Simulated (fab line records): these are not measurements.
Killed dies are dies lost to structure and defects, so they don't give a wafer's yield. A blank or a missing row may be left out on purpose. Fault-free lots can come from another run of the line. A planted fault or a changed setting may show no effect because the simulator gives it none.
Code-filled problem report in 8D (eight disciplines) form | flow n5-finfet | the parts of the form that need people (team, actions taken, sign-off) are left out

== 1. THE PROBLEM ==
Wafers without a fault read 0.82 a.u., standard deviation 0.082; oes-product-au at N5_BEOL_M6_VIA_ETCH_34 reads a mean of 1.22 a.u. on 2 wafers belonging to 2 lots. Measured from the usual mean, that is +4.9 standard deviations.
The step: etches SiCOH lowk in C4F6/O2, target depth 126.3 nm, time 50.9 s.
First observed at day 13 15:48: wafer L200.5, on rie-diel-01. The record has a number at this step for 32 wafers belonging to 12 lots. The rule behind "out" and "out of limits": a value lying over 4 standard deviations away from the usual mean. All remaining wafers that have a number are taken as sound.

== 2. WHAT IT IS, WHAT IT ISN'T ==
question                    | is                | is not
which readings at this step | oes-product-au    | drypump-motor-current-A, rf-vpp-V, showerhead-plenum-p-Torr, throttle-valve-pct
which lots                  | L200, L203        | L183, L184, L185, L187, L188, L189, L190, L195, L196, L202
which wafers of those lots  | L200.5, L203.4    | L200.3, L203.1, L203.6
read on which tools         | rie-diel-01       | rie-diel-03, rie-diel-05
when                        | from day 13 15:48 | up to then (27 sound wafers); but 3 sound wafers of L202, L203 came after

== 3. SUSPECTS, AND WHAT RULES EACH OUT ==
Counting: any tool at a process step up to the reading remains a suspect provided it ran every lot that is out. Sound lots after the first of them don't rule it out here, since some wafers of a struck lot are sound.
- rie-diel-01 at N5_BEOL_M6_ETCH_62 (etches SOC in N2/H2, target depth 110 nm, overetch 22 nm, time 165 s): kept. Every lot that is out went through it, the first being L200 (day 13 13:29); the last sound lot it ran before that was L190 (day 11 11:37).
- rie-diel-01 at N5_BEOL_M6_VIA_ETCH_34 (etches SiCOH lowk in C4F6/O2, target depth 126.3 nm, time 50.9 s): kept. Every lot that is out went through it, the first being L200 (day 13 15:48); the last sound lot it ran before that was L190 (day 11 12:58). Its own readings are out on those wafers: oes-product-au.
- In rie-diel-01 at N5_BEOL_M6_VIA_ETCH_34, the wafers that are out were processed in chamber 2 and their sound lot-mates in chambers 0, 3.
After counting, rie-diel-01 at N5_BEOL_M6_ETCH_62 and rie-diel-01 at N5_BEOL_M6_VIA_ETCH_34 remain.

== 4. THE CAUSE (what the simulator had put in) ==
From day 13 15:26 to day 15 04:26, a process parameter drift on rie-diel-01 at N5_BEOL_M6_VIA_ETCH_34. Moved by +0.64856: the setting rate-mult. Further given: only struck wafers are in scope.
Counting left 2 suspects, and this tool is among them.

== 5. THE EFFECT CHAIN, in route order ==
Rows list readings where the struck wafers' mean (over those with a number) sits beyond 3 standard deviations from the usual. Readings are gone through only where the record gives a usual standard deviation; hours: the median, over the lots, of the time from a lot's start at the first step in this table giving one to that lot's start at this step; sigmas: the change measured in usual standard deviations.
hours | step                   | reading        | usual     | on struck wafers | change | sigmas
0     | N5_BEOL_M6_VIA_ETCH_34 | oes-product-au | 0.82 a.u. | 1.22             | +0.40  | +4.9
It contains these process steps:
- N5_BEOL_M6_VIA_ETCH_34: etches SiCOH lowk in C4F6/O2, target depth 126.3 nm, time 50.9 s.
Later steps that measure or inspect, where all struck wafers having a row at the step show a number for every such reading and not one has moved that far: N5_BEOL_M6_CD_MEAS_35.

== 6. WHAT WOULD HAVE CAUGHT IT SOONER ==
0 hours passed between the start of the fault at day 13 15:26 and the first reading out of limits in this record, taken at day 13 15:48.
